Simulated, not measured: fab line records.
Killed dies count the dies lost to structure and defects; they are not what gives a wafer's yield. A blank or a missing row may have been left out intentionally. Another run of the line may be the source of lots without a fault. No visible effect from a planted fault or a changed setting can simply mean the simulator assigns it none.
3 desks looking at one fault    flow nand harc    what lay behind the numbers comes last; until then each desk has only its own

## THE DEFECT DESK
What the inspections along the route counted, lot by lot: means of the sampled wafers that have a number. Marked OUT: a lot whose mean sits more than 4 standard deviations from the usual mean, which makes it out of limits; the brackets give that distance.
Columns: A = raw defect count at NHARC_A_M1_INSPECT_11, usual 74
lot   first seen here  A
L819  day 22 23:56     64
L829  day 28 00:32     75
L830  day 28 02:07     17
L835  day 30 03:31     95
L836  day 30 20:26     105
Finding of this desk: none of the 5 lots has anything out of limits.

## FROM THE METROLOGY DESK
Means of the sampled wafers that have a number, per lot and without regard to the tool the lot ran on: this is what the gauges read. Marked OUT: a lot whose mean sits more than 4 standard deviations from the usual mean, which makes it out of limits; the brackets give that distance.
Columns: A = cd nm at NHARC_A_M1_CD_MEAS_09, usual 120.0 nm; B = overlay x nm at NHARC_A_M1_OVL_MEAS_10, usual 0.1 nm; C = overlay y nm at NHARC_A_M1_OVL_MEAS_10, usual 0.1 nm
lot   first seen here  A      B     C
L819  day 22 23:49     119.7  -0.2  -0.6
L829  day 28 00:25     119.9  0.0   0.3
L830  day 28 01:59     119.8  0.6   -0.5
L835  day 30 03:23     119.5  1.7   0.1
L836  day 30 20:19     120.1  0.3   0.6
Finding of this desk: none of the 5 lots has anything out of limits.

## TOOL OWNER'S DESK, rie diel-02
The tool's own readings at NHARC_A_M1_ETCH_35 (etches the open film in N2/H2, target depth 40 nm, overetch 12 nm, time 43.94 s): means of the sampled wafers that have a number, for each lot that ran on this tool. Marked OUT: a lot whose mean sits more than 4 standard deviations from the usual mean, which makes it out of limits; the brackets give that distance.
Columns: A = chamber pressure mTorr at NHARC_A_M1_ETCH_35, usual 29.998 mTorr; B = drypump motor current A at NHARC_A_M1_ETCH_35, usual 5.7 A; C = oes product au at NHARC_A_M1_ETCH_35, usual 0.997 a.u.; D = rf vpp V at NHARC_A_M1_ETCH_35, usual 429.8 V; E = run length s at NHARC_A_M1_ETCH_35, usual 65.3 s; F = showerhead plenum p Torr at NHARC_A_M1_ETCH_35, usual 2.01 Torr; G = throttle valve pct at NHARC_A_M1_ETCH_35, usual 14.171 %
lot   first seen here  A       B    C      D      E               F     G
L829  day 28 00:41     30.008  5.3  1.007  428.2  65.4            1.96  14.171
L830  day 28 02:16     29.982  5.8  1.001  427.1  58.6 (-15) OUT  1.94  14.166
This desk's finding: out of limits on L830; first on L830, day 28 02:16 (run length s at NHARC_A_M1_ETCH_35). In limits: L829.

## PUT TOGETHER
The tool owner's desk had the chance to raise an alarm at day 28 02:16 on L830.
The defect desk saw nothing out of limits.
The metrology desk saw nothing out of limits.
The defect desk has L830 on record, within its limits.
The metrology desk holds a record of L830, inside its limits.
Of the lots named, all ran NHARC_A_M1_ETCH_35 on rie diel-02.

## WHAT WAS PUT IN BY THE SIMULATOR
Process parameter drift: rie diel-02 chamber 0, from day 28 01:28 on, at NHARC_A_M1_ETCH_35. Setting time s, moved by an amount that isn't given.
Shown lots that were struck: L830.
Delay in hours, fault start to first out-of-limits reading, by desk: the tool owner's desk at 1.
